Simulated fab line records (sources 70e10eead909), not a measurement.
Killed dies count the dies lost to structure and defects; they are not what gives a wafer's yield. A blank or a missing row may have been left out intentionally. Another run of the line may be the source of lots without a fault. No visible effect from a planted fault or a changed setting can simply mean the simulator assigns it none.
Matching of chambers || flow nandHarc || NHARC_THIN_TSV_ETCH_15 on rieSi-01 has 4 sister chambers
The step target depth 3000 nm, bosch target overetch cycles 2, bosch etch step 2.8 s. 16 wafers are shown with their chamber, then 8 later ones without.

WAFERS, EACH WITH ITS CHAMBER
{"wafer": "L078.1", "chamber": 2, "drypumpMotorCurrentA (A)": 5.6}
{"wafer": "L078.4", "chamber": 0, "drypumpMotorCurrentA (A)": 5.8}
{"wafer": "L078.5", "chamber": 2, "drypumpMotorCurrentA (A)": 5.6}
{"wafer": "L080.2", "chamber": 0, "drypumpMotorCurrentA (A)": 5.8}
{"wafer": "L080.4", "chamber": 1, "drypumpMotorCurrentA (A)": 6.3}
{"wafer": "L080.5", "chamber": 1, "drypumpMotorCurrentA (A)": 6.3}
{"wafer": "L084.1", "chamber": 1, "drypumpMotorCurrentA (A)": 6.3}
{"wafer": "L084.5", "chamber": 2, "drypumpMotorCurrentA (A)": 5.6}
{"wafer": "L084.6", "chamber": 1, "drypumpMotorCurrentA (A)": 6.3}
{"wafer": "L087.1", "chamber": 1, "drypumpMotorCurrentA (A)": 6.3}
{"wafer": "L087.3", "chamber": 0, "drypumpMotorCurrentA (A)": 5.8}
{"wafer": "L087.5", "chamber": 3, "drypumpMotorCurrentA (A)": 5.0}
{"wafer": "L085.1", "chamber": 3, "drypumpMotorCurrentA (A)": 5.0}
{"wafer": "L085.3", "chamber": 1, "drypumpMotorCurrentA (A)": 6.4}
{"wafer": "L085.5", "chamber": 3, "drypumpMotorCurrentA (A)": 5.1}
{"wafer": "L091.1", "chamber": 0, "drypumpMotorCurrentA (A)": 5.9}

SIGNATURES (averages over the wafers above)
{"reading": "drypumpMotorCurrentA", "chamber 0": 5.825, "chamber 1": 6.317, "chamber 2": 5.600, "chamber 3": 5.033, "scatter within a chamber": 0.0433}
Rule: for a wafer and a chamber, the distance is found by dividing, reading by reading, the gap between the wafer's reading and the chamber's mean by the reading's scatter, squaring, summing and taking the root. The wafer belongs to the nearest chamber; if the next one is less than 2 further off, it can't be placed. How the scatter is found: for the shown wafers, subtract from each reading the mean of its chamber, square and add these, divide the total by (wafers less chambers), then take the root.

WAFERS WITHOUT THEIR CHAMBER
{"wafer": "L091.3", "drypumpMotorCurrentA (A)": 5.0}
{"wafer": "L091.6", "drypumpMotorCurrentA (A)": 5.6}
{"wafer": "L097.1", "drypumpMotorCurrentA (A)": 5.9}
{"wafer": "L097.2", "drypumpMotorCurrentA (A)": 5.6}
{"wafer": "L097.3", "drypumpMotorCurrentA (A)": 5.1}
{"wafer": "L097.4", "drypumpMotorCurrentA (A)": 6.3}
{"wafer": "L097.5", "drypumpMotorCurrentA (A)": 5.6}
{"wafer": "L097.6", "drypumpMotorCurrentA (A)": 5.1}

WHICH CHAMBER EACH ONE RAN IN
{"wafer": "L091.3", "from the rows above": 3, "in truth": 3}
{"wafer": "L091.6", "from the rows above": 2, "in truth": 2}
{"wafer": "L097.1", "from the rows above": 0, "in truth": 0}
{"wafer": "L097.2", "from the rows above": 2, "in truth": 2}
{"wafer": "L097.3", "from the rows above": 3, "in truth": 3}
{"wafer": "L097.4", "from the rows above": 1, "in truth": 1}
{"wafer": "L097.5", "from the rows above": 2, "in truth": 2}
{"wafer": "L097.6", "from the rows above": 3, "in truth": 3}
Correctly placed: 8 of 8. Left unplaced by these rows: 0. Wrongly placed: 0.
